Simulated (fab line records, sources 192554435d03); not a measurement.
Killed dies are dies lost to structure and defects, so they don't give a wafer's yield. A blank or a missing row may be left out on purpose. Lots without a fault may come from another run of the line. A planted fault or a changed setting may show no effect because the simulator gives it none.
Chamber matching | flow n5_finfet | N5_HKMG_FIN_CMP_94 on cmp-02: 4 sister chambers
The step polishes, stops on SiNx, t overpolish 4.7 s, target thk 43.299 nm. 8 wafers are shown with their chamber, then 8 later ones without.

WAFERS WITH THEIR CHAMBER
wafer  | chamber | motor_current_A (A) | slurry_flow_ml_min
L080.1 | 3       | 12.8                | 149.3
L080.4 | 2       | 10.9                | 150.1
L085.1 | 0       | 10.5                | 150.6
L085.2 | 2       | 10.7                | 150.3
L086.1 | 0       | 10.6                | 150.3
L086.3 | 1       | 14.9                | 149.8
L086.4 | 3       | 12.7                | 150.3
L087.3 | 1       | 14.5                | 149.4

WAFERS WITHOUT THEIR CHAMBER
wafer  | motor_current_A (A) | slurry_flow_ml_min
L087.5 | 14.6                | 149.6
L087.6 | 10.8                | 149.2
L095.2 | 10.4                | 150.5
L095.3 | 10.6                | 149.0
L095.6 | 10.4                | 150.1
L096.1 | 14.2                | 150.4
L096.3 | 13.1                | 149.7
L096.5 | 11.0                | 150.2

WHICH CHAMBER EACH WENT THROUGH
wafer  | from the rows above     | in truth
L087.5 | 1                       | 1
L087.6 | can't be placed: 2 or 0 | 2
L095.2 | can't be placed: 0 or 2 | 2
L095.3 | can't be placed: 2 or 0 | 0
L095.6 | can't be placed: 0 or 2 | 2
L096.1 | 1                       | 1
L096.3 | 3                       | 3
L096.5 | can't be placed: 2 or 0 | 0
Placed correctly: 3 of 8. Can't be placed from these rows: 5 (the true chamber is among the candidates in 5). Placed wrongly: 0.
How it was worked out, from the rows above alone: a wafer's distance from a chamber is the root of the sum, over the readings, of the square of ((its reading less the chamber's mean) divided by the reading's scatter). The wafer belongs to the nearest chamber; if the next one is less than 2 further off, it can't be placed. A chamber's mean is the mean of its shown wafers. The scatter: the root of (the sum of the squares of (reading less its chamber's mean) over the shown wafers, divided by (wafers less chambers)).
